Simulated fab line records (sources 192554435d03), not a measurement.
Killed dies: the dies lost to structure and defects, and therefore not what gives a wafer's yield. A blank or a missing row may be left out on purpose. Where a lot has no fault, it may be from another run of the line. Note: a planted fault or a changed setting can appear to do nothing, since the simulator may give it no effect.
Which tool is to blame? :: flow n5 finfet :: 24 lots, 72 wafers sampled, at 6 steps of a route of 1938

WHAT EACH GAUGE READ, for each wafer
N5_BEOL_M12_CD_MEAS_10: target cd 140 nm. Usual: 140.2 nm for cd nm, sd 1.2.
lot: L074
measured: day 10 17:40
on: cd sem-01
cd nm (nm): 139.9 139.9 139.5
flag: 

lot: L077
measured: day 11 15:49
on: cd sem-02
cd nm (nm): 138.0 139.3 139.8
flag: 

lot: L075
measured: day 11 23:13
on: cd sem-02
cd nm (nm): 140.1 138.8 140.1
flag: 

lot: L079
measured: day 12 06:22
on: cd sem-03
cd nm (nm): 141.1 141.8 139.7
flag: 

lot: L078
measured: day 12 06:35
on: cd sem-03
cd nm (nm): 140.0 141.4 142.2
flag: 

lot: L076
measured: day 12 07:01
on: cd sem-03
cd nm (nm): 141.1 138.7 142.0
flag: 

lot: L082
measured: day 13 07:56
on: cd sem-02
cd nm (nm): 141.6 140.9 140.1
flag: 

lot: L081
measured: day 13 08:17
on: cd sem-01
cd nm (nm): 140.3 138.1 139.9
flag: 

lot: L083
measured: day 13 19:31
on: cd sem-03
cd nm (nm): 142.4 139.8 141.7
flag: 

lot: L080
measured: day 13 20:37
on: cd sem-02
cd nm (nm): 140.3 140.4 140.5
flag: 

lot: L085
measured: day 13 22:35
on: cd sem-01
cd nm (nm): 141.0 140.6 138.8
flag: 

lot: L084
measured: day 13 22:52
on: cd sem-02
cd nm (nm): 143.1 139.7 140.6
flag: 

lot: L086
measured: day 14 12:20
on: cd sem-01
cd nm (nm): 139.8 142.2 141.5
flag: 

lot: L090
measured: day 14 19:37
on: cd sem-02
cd nm (nm): 140.0 141.6 140.0
flag: 

lot: L087
measured: day 15 14:38
on: cd sem-03
cd nm (nm): 139.3 140.3 138.8
flag: 

lot: L088
measured: day 15 14:55
on: cd sem-01
cd nm (nm): 138.0 138.9 139.4
flag: 

lot: L089
measured: day 15 16:14
on: cd sem-03
cd nm (nm): 141.3 142.5 138.3
flag: 

lot: L091
measured: day 15 18:48
on: cd sem-03
cd nm (nm): 141.3 140.9 139.9
flag: 

lot: L092
measured: day 16 21:22
on: cd sem-02
cd nm (nm): 138.9 140.6 139.7
flag: 

lot: L094
measured: day 17 08:38
on: cd sem-01
cd nm (nm): 142.0 139.4 138.9
flag: 

lot: L093
measured: day 17 15:36
on: cd sem-03
cd nm (nm): 140.3 143.6 140.6
flag: 

lot: L097
measured: day 17 20:27
on: cd sem-03
cd nm (nm): 140.1 141.1 139.8
flag: 

lot: L096
measured: day 18 00:08
on: cd sem-01
cd nm (nm): 139.1 139.5 139.3
flag: 

lot: L095
measured: day 18 03:38
on: cd sem-01
cd nm (nm): 140.2 141.4 139.5
flag: 

N5_BEOL_M13_OCD_MEAS_35. Usual: 412 nm for trench depth nm, sd 9.6.
lot: L074
measured: day 11 00:01
on: ocd-02
trench depth nm (nm): 404 408 405
flag: 

lot: L077
measured: day 11 22:17
on: ocd-01
trench depth nm (nm): 414 423 413
flag: 

lot: L075
measured: day 12 07:27
on: ocd-01
trench depth nm (nm): 412 417 427
flag: 

lot: L079
measured: day 12 13:31
on: ocd-02
trench depth nm (nm): 398 410 425
flag: 

lot: L078
measured: day 12 14:08
on: ocd-02
trench depth nm (nm): 408 409 409
flag: 

lot: L076
measured: day 12 16:11
on: ocd-02
trench depth nm (nm): 417 390 395
flag: 

lot: L082
measured: day 13 21:59
on: ocd-01
trench depth nm (nm): 407 398 402
flag: 

lot: L081
measured: day 13 22:08
on: ocd-02
trench depth nm (nm): 411 423 406
flag: 

lot: L083
measured: day 14 01:26
on: ocd-01
trench depth nm (nm): 413 408 427
flag: 

lot: L080
measured: day 14 05:30
on: ocd-02
trench depth nm (nm): 399 408 401
flag: 

lot: L085
measured: day 14 05:51
on: ocd-01
trench depth nm (nm): 411 416 413
flag: 

lot: L084
measured: day 14 06:08
on: ocd-02
trench depth nm (nm): 408 405 416
flag: 

lot: L086
measured: day 14 21:16
on: ocd-02
trench depth nm (nm): 424 407 413
flag: 

lot: L090
measured: day 15 01:36
on: ocd-02
trench depth nm (nm): 415 409 428
flag: 

lot: L087
measured: day 15 21:31
on: ocd-02
trench depth nm (nm): 406 430 425
flag: 

lot: L088
measured: day 15 21:53
on: ocd-02
trench depth nm (nm): 412 398 425
flag: 

lot: L089
measured: day 16 01:04
on: ocd-01
trench depth nm (nm): 411 419 414
flag: 

lot: L091
measured: day 16 02:16
on: ocd-01
trench depth nm (nm): 411 415 432
flag: 

lot: L092
measured: day 17 06:41
on: ocd-01
trench depth nm (nm): 419 423 398
flag: 

lot: L094
measured: day 17 16:52
on: ocd-02
trench depth nm (nm): 421 399 399
flag: 

lot: L093
measured: day 17 23:24
on: ocd-01
trench depth nm (nm): 416 423 422
flag: 

lot: L097
measured: day 18 06:05
on: ocd-01
trench depth nm (nm): 424 411 428
flag: 

lot: L096
measured: day 18 07:02
on: ocd-01
trench depth nm (nm): 403 403 401
flag: 

lot: L095
measured: day 18 12:10
on: ocd-02
trench depth nm (nm): 420 422 422
flag: 

N5_BEOL_M13_THK_MEAS_50: measures by xrf. Usual: for M13_THK the level is 423 nm and the standard deviation is 11.
lot: L074
measured: day 11 03:40
on: film metro-02
M13_THK (nm): 420 423 421
flag: 

lot: L077
measured: day 12 00:35
on: film metro-02
M13_THK (nm): 433 443 433
flag: 

lot: L075
measured: day 12 08:55
on: film metro-01
M13_THK (nm): 423 426 438
flag: 

lot: L079
measured: day 12 15:08
on: film metro-01
M13_THK (nm): 404 420 434
flag: 

lot: L078
measured: day 12 15:49
on: film metro-02
M13_THK (nm): 428 427 426
flag: 

lot: L076
measured: day 12 19:17
on: film metro-01
M13_THK (nm): 426 399 404
flag: 

lot: L082
measured: day 13 23:25
on: film metro-01
M13_THK (nm): 417 406 413
flag: 

lot: L081
measured: day 14 01:34
on: film metro-02
M13_THK (nm): 424 437 421
flag: 

lot: L083
measured: day 14 04:25
on: film metro-01
M13_THK (nm): 424 417 436
flag: 

lot: L080
measured: day 14 08:34
on: film metro-01
M13_THK (nm): 410 421 413
flag: 

lot: L085
measured: day 14 08:50
on: film metro-02
M13_THK (nm): 426 431 428
flag: 

lot: L084
measured: day 14 10:53
on: film metro-02
M13_THK (nm): 430 423 434
flag: 

lot: L086
measured: day 14 23:35
on: film metro-01
M13_THK (nm): 437 421 425
flag: 

lot: L090
measured: day 15 05:33
on: film metro-01
M13_THK (nm): 424 417 437
flag: 

lot: L087
measured: day 16 00:23
on: film metro-01
M13_THK (nm): 414 439 435
flag: 

lot: L088
measured: day 16 00:47
on: film metro-01
M13_THK (nm): 419 410 436
flag: 

lot: L089
measured: day 16 03:44
on: film metro-01
M13_THK (nm): 420 424 424
flag: 

lot: L091
measured: day 16 04:29
on: film metro-01
M13_THK (nm): 413 419 435
flag: 

lot: L092
measured: day 17 09:04
on: film metro-01
M13_THK (nm): 422 432 406
flag: 

lot: L094
measured: day 17 21:02
on: film metro-02
M13_THK (nm): 439 412 416
flag: 

lot: L093
measured: day 18 01:40
on: film metro-01
M13_THK (nm): 424 429 426
flag: 

lot: L097
measured: day 18 11:23
on: film metro-01
M13_THK (nm): 434 419 437
flag: 

lot: L096
measured: day 18 11:41
on: film metro-01
M13_THK (nm): 404 400 401
flag: 

lot: L095
measured: day 18 14:35
on: film metro-02
M13_THK (nm): 435 438 439
flag: 

EACH LOT AND THE TOOL THAT RAN IT (in order: tool; ch and the chambers of the sampled wafers; start)
lot: L074
N5_BEOL_M12_SPUTTER_43: pvd sputter-03, day 10 20:30
N5_BEOL_M13_ETCH_68: rie diel-02 ch 0,2,3, day 10 23:37
N5_BEOL_M13_SPUTTER_44: pvd sputter-03, day 11 02:13

lot: L077
N5_BEOL_M12_SPUTTER_43: pvd sputter-02, day 11 18:54
N5_BEOL_M13_ETCH_68: rie diel-06 ch 0,3, day 11 21:54
N5_BEOL_M13_SPUTTER_44: pvd sputter-03, day 11 23:38

lot: L075
N5_BEOL_M12_SPUTTER_43: pvd sputter-02, day 12 03:34
N5_BEOL_M13_ETCH_68: rie diel-06 ch 0,1,3, day 12 07:04
N5_BEOL_M13_SPUTTER_44: pvd sputter-01, day 12 07:58

lot: L079
N5_BEOL_M12_SPUTTER_43: pvd sputter-02, day 12 10:07
N5_BEOL_M13_ETCH_68: rie diel-05 ch 0,1,2, day 12 13:07
N5_BEOL_M13_SPUTTER_44: pvd sputter-02, day 12 14:11

lot: L078
N5_BEOL_M12_SPUTTER_43: pvd sputter-02, day 12 10:44
N5_BEOL_M13_ETCH_68: rie diel-05 ch 0,3, day 12 13:44
N5_BEOL_M13_SPUTTER_44: pvd sputter-02, day 12 14:52

lot: L076
N5_BEOL_M12_SPUTTER_43: pvd sputter-02, day 12 12:10
N5_BEOL_M13_ETCH_68: rie diel-05 ch 1,2, day 12 15:47
N5_BEOL_M13_SPUTTER_44: pvd sputter-01, day 12 18:17

lot: L082
N5_BEOL_M12_SPUTTER_43: pvd sputter-01, day 13 18:25
N5_BEOL_M13_ETCH_68: rie diel-02 ch 1,3, day 13 21:35
N5_BEOL_M13_SPUTTER_44: pvd sputter-03, day 13 22:28

lot: L081
N5_BEOL_M12_SPUTTER_43: pvd sputter-02, day 13 18:31
N5_BEOL_M13_ETCH_68: rie diel-06 ch 0,1,3, day 13 21:50
N5_BEOL_M13_SPUTTER_44: pvd sputter-01, day 14 00:29

lot: L083
N5_BEOL_M12_SPUTTER_43: pvd sputter-02, day 13 22:02
N5_BEOL_M13_ETCH_68: rie diel-06 ch 0,1, day 14 01:02
N5_BEOL_M13_SPUTTER_44: pvd sputter-03, day 14 03:11

lot: L080
N5_BEOL_M12_SPUTTER_43: pvd sputter-01, day 14 01:47
N5_BEOL_M13_ETCH_68: rie diel-02 ch 0,1, day 14 05:06
N5_BEOL_M13_SPUTTER_44: pvd sputter-02, day 14 07:31

lot: L085
N5_BEOL_M12_SPUTTER_43: pvd sputter-03, day 14 02:32
N5_BEOL_M13_ETCH_68: rie diel-06 ch 1,3, day 14 05:28
N5_BEOL_M13_SPUTTER_44: pvd sputter-01, day 14 07:31

lot: L084
N5_BEOL_M12_SPUTTER_43: pvd sputter-02, day 14 02:47
N5_BEOL_M13_ETCH_68: rie diel-05 ch 0,3, day 14 05:44
N5_BEOL_M13_SPUTTER_44: pvd sputter-02, day 14 09:56

lot: L086
N5_BEOL_M12_SPUTTER_43: pvd sputter-01, day 14 17:18
N5_BEOL_M13_ETCH_68: rie diel-06 ch 1,2,3, day 14 20:52
N5_BEOL_M13_SPUTTER_44: pvd sputter-02, day 14 22:38

lot: L090
N5_BEOL_M12_SPUTTER_43: pvd sputter-02, day 14 22:04
N5_BEOL_M13_ETCH_68: rie diel-06 ch 0,1,3, day 15 01:13
N5_BEOL_M13_SPUTTER_44: pvd sputter-02, day 15 04:19

lot: L087
N5_BEOL_M12_SPUTTER_43: pvd sputter-03, day 15 17:59
N5_BEOL_M13_ETCH_68: rie diel-06 ch 1,2, day 15 21:07
N5_BEOL_M13_SPUTTER_44: pvd sputter-02, day 15 23:26

lot: L088
N5_BEOL_M12_SPUTTER_43: pvd sputter-02, day 15 18:03
N5_BEOL_M13_ETCH_68: rie diel-05 ch 0,1,2, day 15 21:29
N5_BEOL_M13_SPUTTER_44: pvd sputter-02, day 15 23:45

lot: L089
N5_BEOL_M12_SPUTTER_43: pvd sputter-01, day 15 21:32
N5_BEOL_M13_ETCH_68: rie diel-05 ch 0,2, day 16 00:40
N5_BEOL_M13_SPUTTER_44: pvd sputter-03, day 16 02:47

lot: L091
N5_BEOL_M12_SPUTTER_43: pvd sputter-02, day 15 22:59
N5_BEOL_M13_ETCH_68: rie diel-06 ch 0,1,3, day 16 01:52
N5_BEOL_M13_SPUTTER_44: pvd sputter-01, day 16 03:31

lot: L092
N5_BEOL_M12_SPUTTER_43: pvd sputter-03, day 17 03:18
N5_BEOL_M13_ETCH_68: rie diel-06 ch 0,1,2, day 17 06:17
N5_BEOL_M13_SPUTTER_44: pvd sputter-02, day 17 08:07

lot: L094
N5_BEOL_M12_SPUTTER_43: pvd sputter-01, day 17 13:25
N5_BEOL_M13_ETCH_68: rie diel-02 ch 1,2,3, day 17 16:28
N5_BEOL_M13_SPUTTER_44: pvd sputter-03, day 17 19:55

lot: L093
N5_BEOL_M12_SPUTTER_43: pvd sputter-02, day 17 19:34
N5_BEOL_M13_ETCH_68: rie diel-05 ch 2,3, day 17 23:01
N5_BEOL_M13_SPUTTER_44: pvd sputter-01, day 18 00:43

lot: L097
N5_BEOL_M12_SPUTTER_43: pvd sputter-02, day 18 02:31
N5_BEOL_M13_ETCH_68: rie diel-06 ch 0,2,3, day 18 05:41
N5_BEOL_M13_SPUTTER_44: pvd sputter-03, day 18 10:05

lot: L096
N5_BEOL_M12_SPUTTER_43: pvd sputter-03, day 18 02:41
N5_BEOL_M13_ETCH_68: rie diel-02 ch 0,3, day 18 06:38
N5_BEOL_M13_SPUTTER_44: pvd sputter-02, day 18 10:30

lot: L095
N5_BEOL_M12_SPUTTER_43: pvd sputter-03, day 18 08:25
N5_BEOL_M13_ETCH_68: rie diel-05 ch 1,2,3, day 18 11:46
N5_BEOL_M13_SPUTTER_44: pvd sputter-02, day 18 13:38
- N5_BEOL_M12_SPUTTER_43: material TaN, target thk 15 nm, time 24.19 s.
- N5_BEOL_M13_ETCH_68: etches SOC in N2/H2, time 355 s.
- N5_BEOL_M13_SPUTTER_44: material Ta, target thk 10 nm, time 16.13 s.

AS READ BY THE TOOLS THEMSELVES (means over the sampled wafers that have a number; for cases with no such wafer, the mark the record gives instead)
N5_BEOL_M12_SPUTTER_43. Usual: 29.2 % for throttle valve pct, sd 1.3.
lot: L074
tool: pvd sputter-03
throttle valve pct (%): 29.4
flag: 

lot: L077
tool: pvd sputter-02
throttle valve pct (%): 27.4
flag: 

lot: L075
tool: pvd sputter-02
throttle valve pct (%): 28.5
flag: 

lot: L079
tool: pvd sputter-02
throttle valve pct (%): 28.5
flag: 

lot: L078
tool: pvd sputter-02
throttle valve pct (%): 30.0
flag: 

lot: L076
tool: pvd sputter-02
throttle valve pct (%): 29.1
flag: 

lot: L082
tool: pvd sputter-01
throttle valve pct (%): 29.8
flag: 

lot: L081
tool: pvd sputter-02
throttle valve pct (%): 28.5
flag: 

lot: L083
tool: pvd sputter-02
throttle valve pct (%): 30.5
flag: 

lot: L080
tool: pvd sputter-01
throttle valve pct (%): 29.2
flag: 

lot: L085
tool: pvd sputter-03
throttle valve pct (%): 30.0
flag: 

lot: L084
tool: pvd sputter-02
throttle valve pct (%): 30.5
flag: 

lot: L086
tool: pvd sputter-01
throttle valve pct (%): 29.2
flag: 

lot: L090
tool: pvd sputter-02
throttle valve pct (%): 29.8
flag: 

lot: L087
tool: pvd sputter-03
throttle valve pct (%): 29.6
flag: 

lot: L088
tool: pvd sputter-02
throttle valve pct (%): 29.2
flag: 

lot: L089
tool: pvd sputter-01
throttle valve pct (%): 29.2
flag: 

lot: L091
tool: pvd sputter-02
throttle valve pct (%): 29.7
flag: 

lot: L092
tool: pvd sputter-03
throttle valve pct (%): 29.5
flag: 

lot: L094
tool: pvd sputter-01
throttle valve pct (%): 29.6
flag: 

lot: L093
tool: pvd sputter-02
throttle valve pct (%): 29.2
flag: 

lot: L097
tool: pvd sputter-02
throttle valve pct (%): 27.8
flag: 

lot: L096
tool: pvd sputter-03
throttle valve pct (%): 29.6
flag: 

lot: L095
tool: pvd sputter-03
throttle valve pct (%): 29.4
flag: 

N5_BEOL_M13_ETCH_68. Usual: bias w 350.0 W, standard deviation 0.96; drypump motor current A 6.1 A, standard deviation 0.49; oes product au 0.78 a.u., standard deviation 0.1; rf vpp V 523.6 V, standard deviation 2.6; showerhead plenum p Torr 2.53 Torr, standard deviation 0.085; throttle valve pct 17.77 %, standard deviation 0.26.
lot: L074
tool: rie diel-02
bias w (W): 349.1
drypump motor current A (A): 6.3
oes product au (a.u.): 0.72
rf vpp V (V): 522.5
showerhead plenum p Torr (Torr): 2.50
throttle valve pct (%): 18.02
flag: 

lot: L077
tool: rie diel-06
bias w (W): 350.1
drypump motor current A (A): 5.9
oes product au (a.u.): 0.76
rf vpp V (V): 526.0
showerhead plenum p Torr (Torr): 2.61
throttle valve pct (%): 17.82
flag: 

lot: L075
tool: rie diel-06
bias w (W): 350.8
drypump motor current A (A): 6.0
oes product au (a.u.): 0.78
rf vpp V (V): 523.6
showerhead plenum p Torr (Torr): 2.55
throttle valve pct (%): 17.73
flag: 

lot: L079
tool: rie diel-05
bias w (W): 349.9
drypump motor current A (A): 6.1
oes product au (a.u.): 0.84
rf vpp V (V): 522.9
showerhead plenum p Torr (Torr): 2.51
throttle valve pct (%): 17.66
flag: 

lot: L078
tool: rie diel-05
bias w (W): 349.8
drypump motor current A (A): 5.5
oes product au (a.u.): 0.76
rf vpp V (V): 524.0
showerhead plenum p Torr (Torr): 2.53
throttle valve pct (%): 17.69
flag: 

lot: L076
tool: rie diel-05
bias w (W): 349.4
drypump motor current A (A): 6.1
oes product au (a.u.): 0.77
rf vpp V (V): 520.4
showerhead plenum p Torr (Torr): 2.45
throttle valve pct (%): 17.93
flag: 

lot: L082
tool: rie diel-02
bias w (W): 350.6
drypump motor current A (A): 6.0
oes product au (a.u.): 0.70
rf vpp V (V): 524.1
showerhead plenum p Torr (Torr): 2.56
throttle valve pct (%): 17.97
flag: 

lot: L081
tool: rie diel-06
bias w (W): 349.9
drypump motor current A (A): 6.0
oes product au (a.u.): 0.77
rf vpp V (V): 524.2
showerhead plenum p Torr (Torr): 2.55
throttle valve pct (%): 17.75
flag: 

lot: L083
tool: rie diel-06
bias w (W): 350.8
drypump motor current A (A): 6.0
oes product au (a.u.): 0.78
rf vpp V (V): 521.9
showerhead plenum p Torr (Torr): 2.49
throttle valve pct (%): 17.64
flag: 

lot: L080
tool: rie diel-02
bias w (W): 349.2
drypump motor current A (A): 6.0
oes product au (a.u.): 0.68
rf vpp V (V): 526.4
showerhead plenum p Torr (Torr): 2.59
throttle valve pct (%): 17.98
flag: 

lot: L085
tool: rie diel-06
bias w (W): 350.8
drypump motor current A (A): 5.7
oes product au (a.u.): 0.72
rf vpp V (V): 523.1
showerhead plenum p Torr (Torr): 2.50
throttle valve pct (%): 17.77
flag: 

lot: L084
tool: rie diel-05
bias w (W): 350.3
drypump motor current A (A): 5.7
oes product au (a.u.): 0.80
rf vpp V (V): 524.1
showerhead plenum p Torr (Torr): 2.55
throttle valve pct (%): 17.53
flag: 

lot: L086
tool: rie diel-06
bias w (W): 349.1
drypump motor current A (A): 6.0
oes product au (a.u.): 0.81
rf vpp V (V): 525.0
showerhead plenum p Torr (Torr): 2.59
throttle valve pct (%): 17.77
flag: 

lot: L090
tool: rie diel-06
bias w (W): 350.3
drypump motor current A (A): 5.9
oes product au (a.u.): 0.76
rf vpp V (V): 524.9
showerhead plenum p Torr (Torr): 2.54
throttle valve pct (%): 17.76
flag: 

lot: L087
tool: rie diel-06
bias w (W): 349.1
drypump motor current A (A): 6.4
oes product au (a.u.): 0.88
rf vpp V (V): 525.7
showerhead plenum p Torr (Torr): 2.62
throttle valve pct (%): 17.66
flag: 

lot: L088
tool: rie diel-05
bias w (W): 350.2
drypump motor current A (A): 6.1
oes product au (a.u.): 0.80
rf vpp V (V): 523.8
showerhead plenum p Torr (Torr): 2.50
throttle valve pct (%): 17.68
flag: 

lot: L089
tool: rie diel-05
bias w (W): 350.7
drypump motor current A (A): 6.2
oes product au (a.u.): 0.84
rf vpp V (V): 523.8
showerhead plenum p Torr (Torr): 2.56
throttle valve pct (%): 17.41
flag: 

lot: L091
tool: rie diel-06
bias w (W): 350.3
drypump motor current A (A): 6.0
oes product au (a.u.): 0.75
rf vpp V (V): 523.8
showerhead plenum p Torr (Torr): 2.54
throttle valve pct (%): 17.77
flag: 

lot: L092
tool: rie diel-06
bias w (W): 349.8
drypump motor current A (A): 6.3
oes product au (a.u.): 0.83
rf vpp V (V): 524.8
showerhead plenum p Torr (Torr): 2.57
throttle valve pct (%): 17.67
flag: 

lot: L094
tool: rie diel-02
bias w (W): 349.9
drypump motor current A (A): 6.0
oes product au (a.u.): 0.77
rf vpp V (V): 522.9
showerhead plenum p Torr (Torr): 2.51
throttle valve pct (%): 17.90
flag: 

lot: L093
tool: rie diel-05
bias w (W): 348.3
drypump motor current A (A): 5.7
oes product au (a.u.): 0.91
rf vpp V (V): 521.8
showerhead plenum p Torr (Torr): 2.49
throttle valve pct (%): 17.50
flag: 

lot: L097
tool: rie diel-06
bias w (W): 349.7
drypump motor current A (A): 6.2
oes product au (a.u.): 0.82
rf vpp V (V): 526.6
showerhead plenum p Torr (Torr): 2.63
throttle valve pct (%): 17.78
flag: 

lot: L096
tool: rie diel-02
bias w (W): 350.1
drypump motor current A (A): 6.5
oes product au (a.u.): 0.69
rf vpp V (V): 522.7
showerhead plenum p Torr (Torr): 2.49
throttle valve pct (%): 18.18
flag: 

lot: L095
tool: rie diel-05
bias w (W): 350.1
drypump motor current A (A): 5.9
oes product au (a.u.): 0.93
rf vpp V (V): 523.6
showerhead plenum p Torr (Torr): 2.57
throttle valve pct (%): 17.61
flag: 

N5_BEOL_M13_SPUTTER_44. Usual: 29.3 % for throttle valve pct, sd 1.2.
lot: L074
tool: pvd sputter-03
throttle valve pct (%): 29.7
flag: 

lot: L077
tool: pvd sputter-03
throttle valve pct (%): 29.7
flag: 

lot: L075
tool: pvd sputter-01
throttle valve pct (%): 29.1
flag: 

lot: L079
tool: pvd sputter-02
throttle valve pct (%): 29.2
flag: 

lot: L078
tool: pvd sputter-02
throttle valve pct (%): 30.5
flag: 

lot: L076
tool: pvd sputter-01
throttle valve pct (%): 28.5
flag: 

lot: L082
tool: pvd sputter-03
throttle valve pct (%): 29.5
flag: 

lot: L081
tool: pvd sputter-01
throttle valve pct (%): 29.0
flag: 

lot: L083
tool: pvd sputter-03
throttle valve pct (%): 29.5
flag: 

lot: L080
tool: pvd sputter-02
throttle valve pct (%): 28.4
flag: 

lot: L085
tool: pvd sputter-01
throttle valve pct (%): 29.3
flag: 

lot: L084
tool: pvd sputter-02
throttle valve pct (%): 29.3
flag: 

lot: L086
tool: pvd sputter-02
throttle valve pct (%): 28.6
flag: 

lot: L090
tool: pvd sputter-02
throttle valve pct (%): 28.7
flag: 

lot: L087
tool: pvd sputter-02
throttle valve pct (%): 29.3
flag: 

lot: L088
tool: pvd sputter-02
throttle valve pct (%): 29.1
flag: 

lot: L089
tool: pvd sputter-03
throttle valve pct (%): 29.3
flag: 

lot: L091
tool: pvd sputter-01
throttle valve pct (%): 29.0
flag: 

lot: L092
tool: pvd sputter-02
throttle valve pct (%): 29.8
flag: 

lot: L094
tool: pvd sputter-03
throttle valve pct (%): 29.6
flag: 

lot: L093
tool: pvd sputter-01
throttle valve pct (%): 29.3
flag: 

lot: L097
tool: pvd sputter-03
throttle valve pct (%): 29.4
flag: 

lot: L096
tool: pvd sputter-02
throttle valve pct (%): 28.2
flag: 

lot: L095
tool: pvd sputter-02
throttle valve pct (%): 28.5
flag: 

THE ANSWER, worked out from the rows above alone
Rule: a lot is off if the mean of its wafers that have a number lies more than 3 standard deviations from the usual mean. Also off: a lot with no number at a reading for which 4 or more lots have one. The other lots that the step has rows for count as sound. The gauges are gone through in route order, then the tools' own readings, and for those a lot's mean is taken as printed above. At the first step where some lot is off, the reading lying furthest off is the one used; lots without a number count as furthest.
No lot is off on any of the readings shown, so nothing can be concluded from this.

WHAT THE SIMULATOR HAD PUT IN
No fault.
